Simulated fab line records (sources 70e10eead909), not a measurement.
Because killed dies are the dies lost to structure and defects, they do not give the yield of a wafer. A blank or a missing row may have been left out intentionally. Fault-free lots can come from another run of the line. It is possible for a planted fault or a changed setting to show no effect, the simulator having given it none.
What tool caused it? ; flow nand-harc ; 39 wafers from 13 lots sampled at 5 of the route's 1302 steps

WHAT THE GAUGES READ, wafer by wafer
NHARC_THIN_TSV_CD_MEAS_33: target cd 5000 nm. Usual: cd-nm 4999.6 nm, standard deviation 1.4.
lot;measured;on;cd-nm (nm);flag
L236;day 24 04:21;cd-sem-03;5000.2 5000.7 5002.1;
L237;day 24 12:46;cd-sem-01;4997.5 4998.1 4997.8;
L238;day 25 04:46;cd-sem-03;5000.1 4999.8 5001.2;
L240;day 26 12:23;cd-sem-01;4998.7 4998.7 5000.4;
L242;day 26 20:01;cd-sem-03;4998.2 5000.5 4997.9;
L243;day 26 11:18;cd-sem-02;4997.6 5000.2 4999.7;
L244;day 27 16:27;cd-sem-02;5001.6 5002.1 5000.7;
L247;day 27 21:16;cd-sem-03;5000.1 5002.5 5000.0;
L251;day 30 02:07;cd-sem-03;4997.0 4999.2 5000.2;
L255;day 31 20:12;cd-sem-02;4999.4 5000.2 4999.5;
L256;day 32 17:53;cd-sem-02;4999.1 5000.4 4998.9;
L257;day 32 19:05;cd-sem-02;5001.4 4999.9 4999.1;
L259;day 34 05:14;cd-sem-01;4999.4 5000.2 5001.1;

NHARC_END_SORT_01. Usual: killed-at-array 54, standard deviation 23; killed-at-other 1.2, standard deviation 1.5; killed-at-periphery 3.9, standard deviation 2.5; killed-dies 59, standard deviation 23; killed-open 3.2, standard deviation 1.7; killed-short 2.4, standard deviation 1.6.
lot;measured;on;killed-at-array;killed-at-other;killed-at-periphery;killed-dies;killed-open;killed-short;flag
L247;day 28 09:56;prober-01;19 18;2 2;6 3;27 23;3 2;2 1;
L255;day 32 06:44;prober-01;150 163 144;0 2 0;6 1 1;156 166 145;5 4 1;2 3 1;OFF
L256;day 33 03:50;prober-02;163 146 149;0 1 0;5 2 2;168 149 151;4 1 3;1 2 1;OFF

WHAT TOOL EACH LOT RAN ON (gives the tool, then ch and the chambers of the sampled wafers, and finally the start)
lot;NHARC_A_CHANNEL_FILL_D2_CVD_09;NHARC_THIN_TSV_ANNEAL_52;NHARC_THIN_TSV_DESCUM_35
L236;lpcvd-poly-03 ch 0, day 15 13:47;rtp-anneal-01 ch 0, day 24 02:25;rie-diel-12 ch 1,2, day 24 04:31
L237;lpcvd-poly-02 ch 0, day 16 02:26;rtp-anneal-01 ch 0, day 24 10:49;rie-diel-10 ch 0,1,2, day 24 12:56
L238;lpcvd-poly-03 ch 0, day 16 15:53;rtp-anneal-01 ch 0, day 25 02:48;rie-diel-12 ch 1,2,3, day 25 04:55
L240;lpcvd-poly-04 ch 0, day 17 12:40;rtp-anneal-02 ch 0, day 26 10:39;rie-diel-12 ch 0,3, day 26 12:32
L242;lpcvd-poly-02 ch 0, day 17 15:10;rtp-anneal-01 ch 0, day 26 18:17;rie-diel-11 ch 0,3, day 26 20:10
L243;lpcvd-poly-02 ch 0, day 17 15:10;rtp-anneal-02 ch 0, day 26 09:34;rie-diel-12 ch 1,2,3, day 26 11:28
L244;lpcvd-poly-04 ch 0, day 19 03:47;rtp-anneal-01 ch 0, day 27 14:31;rie-diel-12 ch 0,1,2, day 27 16:37
L247;lpcvd-poly-03 ch 0, day 20 01:05;rtp-anneal-02 ch 0, day 27 19:23;rie-diel-11 ch 0,1, day 27 21:25
L251;lpcvd-poly-03 ch 0, day 21 18:43;rtp-anneal-02 ch 0, day 30 00:11;rie-diel-12 ch 0,1, day 30 02:17
L255;lpcvd-poly-03 ch 0, day 23 09:48;rtp-anneal-01 ch 0, day 31 18:17;rie-diel-10 ch 0,1,3, day 31 20:22
L256;lpcvd-poly-03 ch 0, day 23 09:48;rtp-anneal-01 ch 0, day 32 16:00;rie-diel-10 ch 0,2,3, day 32 18:03
L257;lpcvd-poly-02 ch 0, day 24 08:23;rtp-anneal-01 ch 0, day 32 17:11;rie-diel-12 ch 0,2,3, day 32 19:15
L259;lpcvd-poly-02 ch 0, day 25 16:29;rtp-anneal-01 ch 0, day 34 03:29;rie-diel-11 ch 0,2,3, day 34 05:26
- NHARC_A_CHANNEL_FILL_D2_CVD_09: deposits poly-Si, target thk 150 nm, time 3000 s.
- NHARC_THIN_TSV_ANNEAL_52: time 90 s.
- NHARC_THIN_TSV_DESCUM_35: chemistry O2, time 3 s.

AS READ BY THE TOOLS THEMSELVES (means over the sampled wafers that have a number; for cases with no such wafer, the mark the record gives instead)
NHARC_A_CHANNEL_FILL_D2_CVD_09. Usual: spike-tc-centre-C 620.3 C, standard deviation 1.2; tube-center-temp-C 619.99 C, standard deviation 0.056.
lot;tool;spike-tc-centre-C (C);tube-center-temp-C (C);flag
L236;lpcvd-poly-03;620.6;620.02;
L237;lpcvd-poly-02;619.6;619.94;
L238;lpcvd-poly-03;619.9;620.00;
L240;lpcvd-poly-04;620.8;619.98;
L242;lpcvd-poly-02;619.4;620.04;
L243;lpcvd-poly-02;619.8;619.99;
L244;lpcvd-poly-04;621.2;620.02;
L247;lpcvd-poly-03;620.8;619.99;
L251;lpcvd-poly-03;619.1;619.98;
L255;lpcvd-poly-03;620.4;619.97;
L256;lpcvd-poly-03;620.0;620.03;
L257;lpcvd-poly-02;619.7;619.95;
L259;lpcvd-poly-02;619.7;619.98;

NHARC_THIN_TSV_ANNEAL_52. Usual: wafer_temp_C_max 225.84, standard deviation 0.19.
lot;tool;wafer_temp_C_max;flag
L236;rtp-anneal-01;225.70;
L237;rtp-anneal-01;225.95;
L238;rtp-anneal-01;225.78;
L240;rtp-anneal-02;225.98;
L242;rtp-anneal-01;225.83;
L243;rtp-anneal-02;225.97;
L244;rtp-anneal-01;226.07;
L247;rtp-anneal-02;225.89;
L251;rtp-anneal-02;225.73;
L255;rtp-anneal-01;225.78;
L256;rtp-anneal-01;225.85;
L257;rtp-anneal-01;225.72;
L259;rtp-anneal-01;225.92;

NHARC_THIN_TSV_DESCUM_35. Usual: drypump-motor-current-A 5.5 A, standard deviation 0.4; oes-product-au 0.997 a.u., standard deviation 0.0074; rf-vpp-V 57.8 V, standard deviation 0.84; showerhead-plenum-p-Torr 1.91 Torr, standard deviation 0.073; throttle-valve-pct 11.311 %, standard deviation 0.0095.
lot;tool;drypump-motor-current-A (A);oes-product-au (a.u.);rf-vpp-V (V);showerhead-plenum-p-Torr (Torr);throttle-valve-pct (%);flag
L236;rie-diel-12;5.6;0.992;58.1;1.84;11.315;
L237;rie-diel-10;5.9;0.999;57.9;1.94;11.302;
L238;rie-diel-12;5.8;0.996;57.9;1.88;11.310;
L240;rie-diel-12;5.7;0.997;57.5;1.90;11.309;
L242;rie-diel-11;5.3;1.001;58.5;1.92;11.318;
L243;rie-diel-12;5.7;0.986;58.0;1.88;11.312;
L244;rie-diel-12;5.6;1.009;57.8;1.87;11.314;
L247;rie-diel-11;4.8;0.995;57.9;1.98;11.307;
L251;rie-diel-12;5.6;0.996;57.7;1.90;11.309;
L255;rie-diel-10;5.7;0.995;58.3;1.91;11.324;
L256;rie-diel-10;5.7;0.996;57.8;1.97;11.306;
L257;rie-diel-12;5.6;1.000;58.1;1.86;11.313;
L259;rie-diel-11;5.4;1.007;57.5;1.89;11.313;

THE ANSWER, worked out from the rows above alone
Rule: a lot counts as off when the mean over its wafers that have a number is more than 3 standard deviations away from the usual mean. A lot without any number at a reading at which 4 lots or more have one is off too. Where the step has rows for the other lots, those lots are counted as sound. After the gauges, taken in route order, come the tools' own readings; for these a lot's mean is taken, as printed above. At the first step where some lot is off, the reading lying furthest off is the one used; lots without a number count as furthest.
Off, at NHARC_END_SORT_01 on killed-at-array: L255, L256. Neither off nor sound, because the step has no rows for them: L236, L237, L238, L240, L242, L243, L244, L251, L257, L259.
If a tool, at a process step before that reading, ran all the lots that are off and no sound lot after the first of them, it fits. Gauges at NHARC_END_SORT_01: tried the same way as those tools. Can't be told from this: 3 tools fit, lpcvd-poly-03 at NHARC_A_CHANNEL_FILL_D2_CVD_09, rtp-anneal-01 at NHARC_THIN_TSV_ANNEAL_52, rie-diel-10 at NHARC_THIN_TSV_DESCUM_35.

WHAT THE SIMULATOR HAD INSERTED
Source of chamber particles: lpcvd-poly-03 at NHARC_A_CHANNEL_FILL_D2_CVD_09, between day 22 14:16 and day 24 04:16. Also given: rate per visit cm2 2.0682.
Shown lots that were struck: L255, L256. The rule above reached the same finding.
